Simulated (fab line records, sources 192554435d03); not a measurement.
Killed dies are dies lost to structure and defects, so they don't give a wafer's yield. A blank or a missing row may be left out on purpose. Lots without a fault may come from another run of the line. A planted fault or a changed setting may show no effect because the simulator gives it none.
fab line records | flow n5_finfet
record lots=4 wafers=12 last_day=18
route steps=1938 shown BEOL_M9@1450 BEOL_M10@1470 PASSIVATION@1936
lots that met no fault: from a run of the same line without faults
start_h: hours from the record's first day to the start of the lot's first wafer shown | wait_h: hours since the lot's step before | " the same as in the row above | L1.1+2: a row that stands for several wafers | - no value, or no start given | * or withheld: withheld | < > ~ a bound
route shown NAME@n: a module of which the file shows steps, and the number in the route of the first | usual: mean/standard deviation of fault-free wafers | same: alike in all rows | chamber/n: place in a boat | sites: the reading at each site | _std_site: their standard deviation | _edge_site: outer sites' mean less inner sites' | radius_mm: how far each site lies from the wafer's centre | mask NAME#n: copy n | behind: the tool/chamber that last shaped the wafer | hold: why the lot was held/for how many hours/how that ended | device: the transistor (n, p or np) that didn't switch | end of line: the same wafers' tests at the end of the route | a step without rows: its recipe alone | killed: dies lost to structure and defects at the first sort, not the wafer's yield | map: a wafer's dies, x killed, . not, _ none there
set.NAME: the setting as run; set.NAME@STEP: as run at that earlier step | model.NAME: the simulator's own value behind a step, which no gauge read
lots at some steps of the route; a table a step, a row a wafer
## steps
# step N5_BEOL_M9_HM_STRIP_39
# recipe chemistry=peroxide_tin_strip material=TiN target_depth_a=250 temp_c=50 time_s=158
# step N5_BEOL_M9_SRD_40
# recipe time_s=30 temp_c=23 rinse_liquid=diw dry=ipa_marangoni
# step N5_BEOL_M9_PRECLEAN_42
# recipe chemistry=residue_remover time_s=60 temp_c=40
# step N5_BEOL_M9_SRD_43
# recipe time_s=30 temp_c=23 rinse_liquid=diw dry=ipa_marangoni
# step N5_BEOL_M9_CURE_72
# recipe temp_c=370 time_s=120 ambient=DMADMS/He material=SiCOH_lowk
# step N5_BEOL_M9_DEGAS_44
# recipe ambient=vacuum temp_c=250 time_s=60
# step N5_BEOL_M9_PRE_CLEAN_45
# recipe gas=H2/He time_s=30 temp_c=250
# step N5_BEOL_M9_ALD_74
# recipe material=TaN target_thk_a=20 temp_c=275 ald_precursor_family=PDMAT ald_co_reactant=NH3 pressure_torr=3 carrier_flow_sccm=1500 pulse_time_s=2 purge_time_s=3 co_reactant_purge_time_s=2 co_reactant_pulse_time_s=3 ald_cycles=40 precursor_vessel_temp_c=75 precursor_vessel_pressure_torr=26.25 precursor_vessel_carrier_sccm=1000
# step N5_BEOL_M9_SURFACE_TREAT_79
# recipe gas=Ar time_s=* ion_energy_ev=* ion_current_ma_cm2=0.5 pressure_mtorr=* ar_flow_sccm=30
# step N5_BEOL_M9_CVD_78
# recipe material=Co target_thk_a=20 temp_c=withheld precursor=CCTBA/H2 pressure_torr=30 time_s=138.9
# step N5_BEOL_M9_SPUTTER_48
# recipe material=Cu target_thk_a=120 temp_c=-20 bias_v=60 power_w=26000 chamber_pressure_pa=0.13 time_s=2
# usual throttle_valve_pct=30.1/0.99
# columns lot.wafer tool chamber start_h wait_h throttle_valve_pct
L831.2 pvd_sputter-01 - 262.86 0.1 31.0
L831.3 " - " " 30.0
L831.4 " - " " 30.6
L835.1 pvd_sputter-01 - 279.07 0.2 30.2
L835.5 " - " " 30.6
L835.6 " - " " 30.1
L838.2 pvd_sputter-01 - 289.21 0.1 30.6
L838.4 " - " " 30.0
L838.6 " - " " 30.0
L846.2 pvd_sputter-01 - 362.54 0.2 30.5
L846.4 " - " " 29.8
L846.6 " - " " 29.8
# step N5_BEOL_M9_ECD_50
# recipe material=Cu target_thk_a=3180
# step N5_BEOL_M9_ANNEAL_51
# recipe temp_c=225 time_s=90 ambient=N2
# step N5_BEOL_M9_CMP_52
# recipe stop_on=SiCOH_lowk t_overpolish_s=7 down_force_psi=1 platen_rpm=50 clearing_platen_down_force_psi=1.5 clearing_platen_rpm=50 post_cmp_clean=cu_alkaline target_thk_nm=140 clearing_platen_pad_velocity_m_s=0.99484 pad_velocity_m_s=0.99484
# step N5_BEOL_M9_PRE_CLEAN_55
# recipe gas=NH3 time_s=15 temp_c=withheld rf_power_w=300
# step N5_BEOL_M9_DEP_56
# recipe material=SiCN target_thk_a=150 temp_c=withheld precursor=3MS/NH3 pressure_torr=3 rf_w=202 time_s=26.5
# step N5_BEOL_M10_ILD_DEP_00
# recipe material=SiCOH_lowk target_thk_a=3085.1 temp_c=300 precursor=DEMS/porogen pressure_torr=5 rf_w=500 time_s=58
# step N5_BEOL_M10_CURE_71
# recipe temp_c=385 time_s=240 ambient=He/Ar material=SiCOH_lowk
# step N5_BEOL_M10_PECVD_70
# recipe material=SiO2 target_thk_a=200 temp_c=400 precursor=TEOS/O2 pressure_torr=5.5 rf_w=450 teos_flow_sccm=53.8 gas=O2 flow_sccm=3000 time_s=22.7
# step N5_BEOL_M10_HM_DEP_02
# recipe material=TiN target_thk_a=200 temp_c=25 chamber_pressure_pa=0.49996
# step N5_BEOL_M10_COAT_59
# recipe resist=SOC temp_c=250 time_s=60 spin_rpm=1500 resist_thk_nm=100
# step N5_BEOL_M10_COAT_60
# recipe resist=SiARC temp_c=220 time_s=60 spin_rpm=1500 resist_thk_nm=30
# step N5_BEOL_M10_COAT_05
# recipe resist=CAR-ArF spin_rpm=1500 resist_thk_nm=90
# step N5_BEOL_M10_EBR_07
# recipe solvent=PGMEA ebr_width_mm=1.5
# step N5_BEOL_M10_SOFTBAKE_06
# recipe temp_c=110 time_s=60 resist=CAR-ArF
# step N5_BEOL_M10_EXPOSE_08
# recipe mask_id=M10 na=1.35 source_shape=dipole sigma_inner=0.411 sigma_outer=0.611 polarization=te dose_mj=53.75
# step N5_BEOL_M10_PEB_09
# recipe peb_temp_c=withheld peb_time_s=60 resist=CAR-ArF
# step N5_BEOL_M10_DEVELOP_10
# recipe develop_time_s=30 developer=TMAH resist=CAR-ArF rinse_liquid=diw dry=air_spin dev_temp_c=23
# step N5_BEOL_M10_DESCUM_16
# recipe chemistry=O2 time_s=7.9 source_power_w=50 bias_power_w=20 pressure_mtorr=20 rf_frequency_hz=2.712e+07 temp_c=40 resist=CAR-ArF o2_flow_sccm=225
# step N5_BEOL_M10_ETCH_61
# recipe chemistry=CF4 target=SiARC target_depth_a=390 mask_material=CAR-ArF time_s=65 ion_energy_ev=80 pressure_mtorr=40 source_w=545 bias_w=36 Ar_flow_sccm=100 cf4_flow_sccm=100 ends=cleared
# step N5_BEOL_M10_ETCH_62
# recipe chemistry=N2/H2 target=SOC target_depth_a=1100 overetch_a=220 mask_material=SiARC temp_c=40 time_s=165 ion_energy_ev=200 pressure_mtorr=30 source_w=840 bias_w=150 n2_flow_sccm=200 h2_flow_sccm=200
# step N5_BEOL_M10_STRIP_68
# recipe chemistry=N2/H2 temp_c=40 n2_flow_sccm=200 h2_flow_sccm=200 rf_frequency_hz=6e+07
# step N5_BEOL_M10_STRIP_67
# recipe chemistry=CF4 resist=SiARC power_w=300 bias_power_w=75 pressure_mtorr=50 cf4_flow_sccm=150 rf_frequency_hz=6e+07
# step N5_PASSIVATION_PROBE_49
# usual defect_limited_yield=91.1/1.4 killed_at_M0_to_M3=34/11 killed_at_M4_up=14/5.6 killed_at_contacts=13/5.9 killed_at_front_end=40/11 killed_at_other=4/3.1 killed_dies=105/16 killed_on_rim=14/4.2 killed_open=68/11 killed_short=34/8.4 sort_bin_4_leakage=0.01/0.11 sort_bin_5_function=5.2/0.86 sort_bin_6_memory=3.2/0.7 sort_n_pass=1074/21 sort_yield_pct=91.0/1.8
# same gross_dies=1180 killed_at_back_side=0 sort_bin_8_speed[%]=0
# columns lot.wafer tool chamber start_h wait_h defect_limited_yield[%] killed_at_M0_to_M3 killed_at_M4_up killed_at_contacts killed_at_front_end killed_at_other killed_dies killed_on_rim killed_open killed_short sort_bin_4_leakage[%] sort_bin_5_function[%] sort_bin_6_memory[%] sort_n_pass sort_yield_pct[%]
L831.2 prober-01 - 325.17 0.1 90.7 25 7 14 63 1 110 9 76 33 0 5.1 3.6 1070 90.7
L831.3 prober-01 - 325.22 0.1 91.9 24 10 5 50 7 96 10 61 33 0 5.0 2.8 1084 91.9
L831.4 prober-01 - 325.27 0.2 91.9 26 13 10 45 2 96 21 60 31 0.17 4.1 3.5 1082 91.7
L835.1 prober-01 - 346.00 0.0 80.1 41 155 14 25 0 235 25 52 38 0 11.9 4.5 945 80.1
L835.5 prober-01 - 346.20 0.2 79.7 34 160 7 36 2 239 25 58 36 0 11.9 4.5 941 79.7
L835.6 prober-01 - 346.25 0.3 83.3 46 77 10 61 3 197 38 82 43 0 8.8 4.3 983 83.3
L838.2 prober-01 - 347.43 0.1 80.7 24 148 12 39 5 228 22 57 31 0 12.3 3.7 952 80.7
L838.4 prober-01 - 347.53 0.2 88.0 33 71 8 27 3 142 26 53 27 0 7.0 3.1 1038 88.0
L838.6 prober-01 - 347.63 0.3 85.6 37 67 9 47 10 170 36 66 39 0 8.1 4.3 1010 85.6
L846.2 prober-02 - 429.68 1.3 89.9 28 15 24 52 0 119 24 76 38 0 5.9 3.5 1061 89.9
L846.4 prober-02 - 429.78 1.4 91.9 25 7 16 47 1 96 14 64 32 0 5.1 2.9 1084 91.9
L846.6 prober-02 - 429.88 1.5 93.5 14 16 5 42 0 77 7 50 24 0 4.2 2.2 1103 93.5
# killed by level:class
L831.2 FIN_SAQP:geometric_particle:open=19 STI_FIN_REVEAL:geometric_particle:open=13 BEOL_M2:geometric_particle:open=12 FIN_SAQP:geometric_particle:short=10 MOL_CONTACT_COAG:geometric_particle:open=10 BEOL_M3:geometric_particle:open=6 DUMMY_GATE:geometric_particle:open=5 MOL_CONTACT_COAG:geometric_particle:short=4
L831.3 FIN_SAQP:geometric_particle:open=14 GATE_CUT:geometric_particle:short=9 FIN_SAQP:geometric_particle:short=8 BEOL_M0_SAQP:geometric_particle:open=7 BEOL_M4:geometric_particle:open=6 STI_FIN_REVEAL:geometric_particle:open=5 MOL_CONTACT_COAG:geometric_particle:open=4 BEOL_M1:geometric_particle:open=4
L831.4 MOL_CONTACT_COAG:geometric_particle:open=10 BEOL_M2:geometric_particle:open=9 FIN_SAQP:geometric_particle:short=8 STI_FIN_REVEAL:geometric_particle:open=7 BEOL_M4:geometric_particle:open=7 STARTING-WAFER:geometric_particle:short=6 BEOL_M0_SAQP:geometric_particle:open=5 HKMG_FIN:area_etch=5
L835.1 BEOL_M9:unspecified=143 BEOL_M2:geometric_particle:open=10 BEOL_M0_SAQP:geometric_particle:open=9 BEOL_M0_SAQP:geometric_particle:short=8 MOL_CONTACT_COAG:geometric_particle:open=7 BEOL_M1:geometric_particle:short=7 FIN_SAQP:geometric_particle:short=5 MOL_CONTACT_COAG:geometric_particle:short=5
L835.5 BEOL_M9:unspecified=145 BEOL_M4:geometric_particle:open=14 BEOL_M0_SAQP:geometric_particle:short=11 FIN_SAQP:geometric_particle:short=7 BEOL_M0_SAQP:geometric_particle:open=7 GATE_CUT:geometric_particle:short=7 MOL_CONTACT_COAG:geometric_particle:open=7 GATE_CUT:geometric_particle:open=6
L835.6 BEOL_M9:unspecified=64 FIN_SAQP:geometric_particle:open=20 BEOL_M0_SAQP:geometric_particle:open=14 BEOL_M0_SAQP:geometric_particle:short=14 STI_FIN_REVEAL:geometric_particle:open=8 GATE_CUT:geometric_particle:open=7 HKMG_FIN:area_etch=7 GATE_CUT:geometric_particle:short=6
L838.2 BEOL_M9:unspecified=137 MOL_CONTACT_COAG:geometric_particle:open=10 STI_FIN_REVEAL:geometric_particle:open=6 DUMMY_GATE:geometric_particle:open=6 BEOL_M3:geometric_particle:open=6 FIN_SAQP:geometric_particle:short=5 DUMMY_GATE:geometric_particle:short=5 BEOL_M4:geometric_particle:open=5
L838.4 BEOL_M9:unspecified=58 MOL_CONTACT_COAG:geometric_particle:open=8 BEOL_M0_SAQP:geometric_particle:short=7 BEOL_M2:geometric_particle:open=7 DUMMY_GATE:geometric_particle:open=6 BEOL_M3:geometric_particle:open=6 BEOL_M4:geometric_particle:open=4 BEOL_M5:geometric_particle:open=4
L838.6 BEOL_M9:unspecified=55 FIN_SAQP:geometric_particle:short=12 BEOL_M1:geometric_particle:open=9 MOL_CONTACT_COAG:geometric_particle:open=8 BEOL_M0_SAQP:geometric_particle:short=7 BEOL_M2:geometric_particle:open=6 STARTING-WAFER:geometric_particle:open=6 FIN_SAQP:geometric_particle:open=5
L846.2 MOL_CONTACT_COAG:geometric_particle:open=18 FIN_SAQP:geometric_particle:open=12 BEOL_M1:geometric_particle:open=8 GATE_CUT:geometric_particle:short=7 FIN_SAQP:geometric_particle:short=6 DUMMY_GATE:geometric_particle:open=6 MOL_CONTACT_COAG:geometric_particle:short=6 BEOL_M2:geometric_particle:open=6
L846.4 MOL_CONTACT_COAG:geometric_particle:open=14 FIN_SAQP:geometric_particle:open=9 BEOL_M0_SAQP:geometric_particle:short=7 FIN_SAQP:geometric_particle:short=6 BEOL_M2:geometric_particle:open=6 STI_FIN_REVEAL:geometric_particle:open=5 DUMMY_GATE:geometric_particle:open=4 SPACER0:geometric_particle:open=4
L846.6 FIN_SAQP:geometric_particle:open=12 FIN_SAQP:geometric_particle:short=7 BEOL_M3:geometric_particle:open=6 DUMMY_GATE:geometric_particle:open=5 BEOL_M4:geometric_particle:open=5 BEOL_M4:geometric_particle:short=5 STI_FIN_REVEAL:geometric_particle:open=4 GATE_CUT:geometric_particle:open=4
# map L835.5 (x killed, . not)
_________________.......x....________________
______________..........x....x.._____________
___________..................x.....__________
__________....xx......x............._________
________.......................x......_______
_______...............xx...............______
______x...........x....xx....x.......x.._____
_____...............x....................____
____.......x....x.........................___
___..........x......x......................__
___.......x.........x........x.x.....x.....__
__..........x.x......x......................_
__...x.................x........x.........x._
_..........x..x...x..x.x..x..............xx..
_x.x......x.x.......x.....................x..
_......x.....................................
_......x..x.........x....x...................
_.......x...x......x.........................
_.x............x................x..x.x.......
_........x...................................
_.x......................x.............x.....
__...............xxxx..............x...x...._
__...x.......xxxxxxxx.x..x.................._
___........x...xxxxxxx..x..x...............__
___........xxx.xxxxxxxx.x..xx..........x.xx__
____...x.xxx...xxxxxxxxx.xxx..x..x......x.___
_____.......xxxxxxxxxxxxxx...........x...____
______.....xxxxxxxxxxxxxx.x............._____
_______...xxxxxxxxxxxxxxx....x.x..x....______
________..x.xxxxxxxxxxxxx........xx..x_______
__________.xxxxxxxxxxxxxxx.........._________
___________.xxxxxxxxxxx.x.x......x.__________
______________xxxxxxxxxxx.x..x.._____________
_________________xxx.xx......________________
# map L838.2 (x killed, . not)
_________________............________________
______________.............x...x_____________
___________........xx...........x..__________
__________...........x.........x...._________
________..................x....x....xx_______
_______.............x....x.....x.......______
______.................................._____
_____.......x................x.....xx....____
____.................................x....___
___..xx......x......x..........x........x..__
___............................x...........__
__.......................................x.._
__.x...x.......x.......x.....x............x._
_...x....x....x..............x...............
_........x.x.........x..............x........
_..x.....................................x..x
_...........x.x..............................
_.............x..............x.......xxx.x...
_................x...x....x..................
_.x.....................x..........x.........
_..x...........x.........................x...
__x.................x...x...x..............._
__...........x.xx..xxx......................_
___........x.xx.xxxxx.x.....x.x......x.x..x__
___........x.xxxxxxxxxx.........x.x........__
____......x.xxxxxxxxxxxxxx..........x.....___
_____x...x.xxxxxxxxxxxxxxx...x....x......____
______.....xxxxxxxxxxxxxxxx.x......x...._____
_______....xxxxxxxxxxxxxxxx...x........______
________.x...xxxxxxxxxxxxxx...x......._______
__________..xxxxxxxxxxxxx..........._________
___________..xxxxxxxxxxxxxx.....x..__________
______________xxxxxxxxxx........_____________
_________________xxxxx.x.....________________
## key
first_sign step=N5_PASSIVATION_PROBE_49 reading=killed_at_M4_up direction=up sigmas=18 usual=14 struck=113
effect step=N5_PASSIVATION_PROBE_49 reading=defect_limited_yield direction=down sigmas=6 usual=91.1 struck=82.9
more_kills_born_at N5_BEOL_M9_SPUTTER_48@pvd_sputter-01=602
met_at N5_BEOL_M9_SPUTTER_48
struck_wafers L835.1,L835.5,L835.6,L838.2,L838.4,L838.6
onset_between 262.86 279.07
fault kind=chamber_particle_source tool=pvd_sputter-01 chamber=- onset_h=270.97 steps=N5_BEOL_M9_SPUTTER_48 rate_per_visit_cm2=1.4734 end_h=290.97
